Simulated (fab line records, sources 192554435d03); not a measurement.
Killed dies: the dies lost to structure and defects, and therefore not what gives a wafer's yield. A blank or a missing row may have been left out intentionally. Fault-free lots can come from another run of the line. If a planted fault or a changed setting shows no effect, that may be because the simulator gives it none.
Split-lot trial / flow n5-finfet / 39 wafers read from 7 lots, route of 1938 steps

## THE SPLIT
At N5_BEOL_M3_ILD_DEP_00 (deposits SiOC from DEMS/O2, target thk 79 nm, time 15.3 s), the setting time-s was moved away from the recipe's 15.3 s on 15 of the 39 wafers read, by -29.9% to +59.6%. The other wafers ran this setting at the recipe's value.

There is no step in the file separating the split from the reading.

## THE READING
At N5_BEOL_M3_THK_MEAS_01: M3_ILD_THK, given in nm. Typical for fault-free wafers on this fab line: 78.9 nm, with standard deviation 1 nm.

wafer=L076.1; tool, chamber at the split=pecvd-02, 2; time-s as run, s=15.3; against the recipe=recipe; M3_ILD_THK, nm=78.0; against lot-mates on the recipe=-
wafer=L076.2; tool, chamber at the split=pecvd-02, 1; time-s as run, s=19.06; against the recipe=+24.6%; M3_ILD_THK, nm=97.0; against lot-mates on the recipe=+17.8
wafer=L076.3; tool, chamber at the split=pecvd-02, 0; time-s as run, s=19.06; against the recipe=+24.6%; M3_ILD_THK, nm=96.2; against lot-mates on the recipe=+17.0
wafer=L076.4; tool, chamber at the split=pecvd-02, 1; time-s as run, s=19.06; against the recipe=+24.6%; M3_ILD_THK, nm=98.1; against lot-mates on the recipe=+18.9
wafer=L076.5; tool, chamber at the split=pecvd-02, 0; time-s as run, s=15.3; against the recipe=recipe; M3_ILD_THK, nm=80.7; against lot-mates on the recipe=-
wafer=L076.6; tool, chamber at the split=pecvd-02, 2; time-s as run, s=15.3; against the recipe=recipe; M3_ILD_THK, nm=78.9; against lot-mates on the recipe=-
wafer=L078.1; tool, chamber at the split=pecvd-04, 2; time-s as run, s=15.3; against the recipe=recipe; M3_ILD_THK, nm=79.4; against lot-mates on the recipe=-
wafer=L078.2; tool, chamber at the split=pecvd-04, 0; time-s as run, s=15.3; against the recipe=recipe; M3_ILD_THK, nm=78.5; against lot-mates on the recipe=-
wafer=L078.3; tool, chamber at the split=pecvd-04, 0; time-s as run, s=15.3; against the recipe=recipe; M3_ILD_THK, nm=78.9; against lot-mates on the recipe=-
wafer=L078.4; tool, chamber at the split=pecvd-04, 2; time-s as run, s=15.3; against the recipe=recipe; M3_ILD_THK, nm=80.6; against lot-mates on the recipe=-
wafer=L078.5; tool, chamber at the split=pecvd-04, 0; time-s as run, s=15.3; against the recipe=recipe; M3_ILD_THK, nm=78.7; against lot-mates on the recipe=-
wafer=L078.6; tool, chamber at the split=pecvd-04, 2; time-s as run, s=15.3; against the recipe=recipe; M3_ILD_THK, nm=80.7; against lot-mates on the recipe=-
wafer=L081.1; tool, chamber at the split=pecvd-02, 0; time-s as run, s=19.17; against the recipe=+25.3%; M3_ILD_THK, nm=96.8; against lot-mates on the recipe=+19.2
wafer=L081.2; tool, chamber at the split=pecvd-02, 2; time-s as run, s=15.3; against the recipe=recipe; M3_ILD_THK, nm=76.8; against lot-mates on the recipe=-
wafer=L081.3; tool, chamber at the split=pecvd-02, 1; time-s as run, s=15.3; against the recipe=recipe; M3_ILD_THK, nm=77.5; against lot-mates on the recipe=-
wafer=L081.4; tool, chamber at the split=pecvd-02, 2; time-s as run, s=19.17; against the recipe=+25.3%; M3_ILD_THK, nm=97.7; against lot-mates on the recipe=+20.1
wafer=L081.5; tool, chamber at the split=pecvd-02, 1; time-s as run, s=19.17; against the recipe=+25.3%; M3_ILD_THK, nm=99.0; against lot-mates on the recipe=+21.4
wafer=L081.6; tool, chamber at the split=pecvd-02, 0; time-s as run, s=15.3; against the recipe=recipe; M3_ILD_THK, nm=78.4; against lot-mates on the recipe=-
wafer=L089.1; tool, chamber at the split=pecvd-02, 0; time-s as run, s=10.81; against the recipe=-29.3%; M3_ILD_THK, nm=56.6; against lot-mates on the recipe=-22.6
wafer=L089.2; tool, chamber at the split=pecvd-02, 2,1; time-s as run, s=15.3; against the recipe=recipe; M3_ILD_THK, nm=79.3; against lot-mates on the recipe=-
wafer=L089.3; tool, chamber at the split=pecvd-02, 1; time-s as run, s=15.3; against the recipe=recipe; M3_ILD_THK, nm=78.8; against lot-mates on the recipe=-
wafer=L089.4; tool, chamber at the split=pecvd-02, 2; time-s as run, s=10.81; against the recipe=-29.3%; M3_ILD_THK, nm=57.7; against lot-mates on the recipe=-21.5
wafer=L089.5; tool, chamber at the split=pecvd-02, 2,1; time-s as run, s=15.3; against the recipe=recipe; M3_ILD_THK, nm=79.5; against lot-mates on the recipe=-
wafer=L089.6; tool, chamber at the split=pecvd-02, 0; time-s as run, s=10.81; against the recipe=-29.3%; M3_ILD_THK, nm=57.3; against lot-mates on the recipe=-21.9
wafer=L091.1; tool, chamber at the split=pecvd-02, 1; time-s as run, s=24.42; against the recipe=+59.6%; M3_ILD_THK, nm=124.4; against lot-mates on the recipe=+44.8
wafer=L091.2; tool, chamber at the split=pecvd-02, 0; time-s as run, s=15.3; against the recipe=recipe; M3_ILD_THK, nm=79.4; against lot-mates on the recipe=-
wafer=L091.3; tool, chamber at the split=pecvd-02, 2; time-s as run, s=15.3; against the recipe=recipe; M3_ILD_THK, nm=78.8; against lot-mates on the recipe=-
wafer=L091.4; tool, chamber at the split=pecvd-02, 1; time-s as run, s=24.42; against the recipe=+59.6%; M3_ILD_THK, nm=125.9; against lot-mates on the recipe=+46.3
wafer=L091.5; tool, chamber at the split=pecvd-02, 2; time-s as run, s=15.3; against the recipe=recipe; M3_ILD_THK, nm=80.5; against lot-mates on the recipe=-
wafer=L091.6; tool, chamber at the split=pecvd-02, 0; time-s as run, s=24.42; against the recipe=+59.6%; M3_ILD_THK, nm=127.7; against lot-mates on the recipe=+48.1
wafer=L095.2; tool, chamber at the split=pecvd-04, 2; time-s as run, s=15.3; against the recipe=recipe; M3_ILD_THK, nm=78.8; against lot-mates on the recipe=-
wafer=L095.5; tool, chamber at the split=pecvd-04, 0; time-s as run, s=15.3; against the recipe=recipe; M3_ILD_THK, nm=78.5; against lot-mates on the recipe=-
wafer=L095.6; tool, chamber at the split=pecvd-04, 2; time-s as run, s=15.3; against the recipe=recipe; M3_ILD_THK, nm=79.5; against lot-mates on the recipe=-
wafer=L097.1; tool, chamber at the split=pecvd-03, 2; time-s as run, s=10.73; against the recipe=-29.9%; M3_ILD_THK, nm=54.6; against lot-mates on the recipe=-23.9
wafer=L097.2; tool, chamber at the split=pecvd-03, 0; time-s as run, s=15.3; against the recipe=recipe; M3_ILD_THK, nm=78.5; against lot-mates on the recipe=-
wafer=L097.3; tool, chamber at the split=pecvd-03, 2; time-s as run, s=15.3; against the recipe=recipe; M3_ILD_THK, nm=78.6; against lot-mates on the recipe=-
wafer=L097.4; tool, chamber at the split=pecvd-03, 0; time-s as run, s=10.73; against the recipe=-29.9%; M3_ILD_THK, nm=56.7; against lot-mates on the recipe=-21.8
wafer=L097.5; tool, chamber at the split=pecvd-03, 0; time-s as run, s=10.73; against the recipe=-29.9%; M3_ILD_THK, nm=56.8; against lot-mates on the recipe=-21.7
wafer=L097.6; tool, chamber at the split=pecvd-03, 2; time-s as run, s=15.3; against the recipe=recipe; M3_ILD_THK, nm=78.3; against lot-mates on the recipe=-
When a row names more than one chamber, that row covers several wafers, and the file does not tell which wafer ran in which chamber.

FIT RESULTS
A straight line over all 39 wafers: M3_ILD_THK changes by +0.771 nm for each +1% of time-s; r = +1.00; the points scatter about the line by 1.1 nm.
The same after taking each lot's own level away (the mean of its wafers on the recipe; 39 wafers): +0.768 nm for each +1%; r = +1.00; scatter 0.94 nm.
On that fit, the largest move of time-s shifts the reading by 46 nm.
From 77.57 to 79.57 nm: that is the span of the lots' own levels, equal to 2.0 times the standard deviation above.
So the lot-to-lot level changes the slope little: the two slopes agree.
Check: with one of the wafers moved furthest among these (+59.6%) left out of the fit, the line predicts +46.1 nm for it against its lot-mates. It came out at +44.8 nm against them.

## ADDITIONAL SPLITS CARRIED BY THESE WAFERS
Note: prior to the reading, these wafers also went through further splits. Each is held against what the fit with the lots' levels taken away leaves over:
other split on the same wafers=N5_FIN_SAQP_MANDREL_ETCH_22 target-depth-a; wafers away from the commonest value=9; r with M3_ILD_THK (lot level and that fit taken away)=+0.08
other split on the same wafers=N5_BEOL_M1_ILD_DEP_00 target-thk-a; wafers away from the commonest value=15; r with M3_ILD_THK (lot level and that fit taken away)=-0.21

## THE WHOLE CHAIN: every reading that the file lists as answering this split, in the file's order
step=N5_BEOL_M3_ILD_DEP_00; what it does=deposits SiOC from DEMS/O2, target thk 79 nm, time 15.3 s; reading=SiOC_of_BEOL_M3_ILD_DEP_00.thk-nm (the simulator's own value, which no gauge read); change (the file's fit)=+0.769 nm for each +1% of the setting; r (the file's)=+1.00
step=N5_BEOL_M3_THK_MEAS_01; what it does=; reading=M3_ILD_THK; change (the file's fit)=+0.769 for each +1% of the setting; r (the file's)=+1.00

## FILE'S OWN FIT
M3_ILD_THK changes by +0.769 nm for each +1% of time-s, r = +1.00.
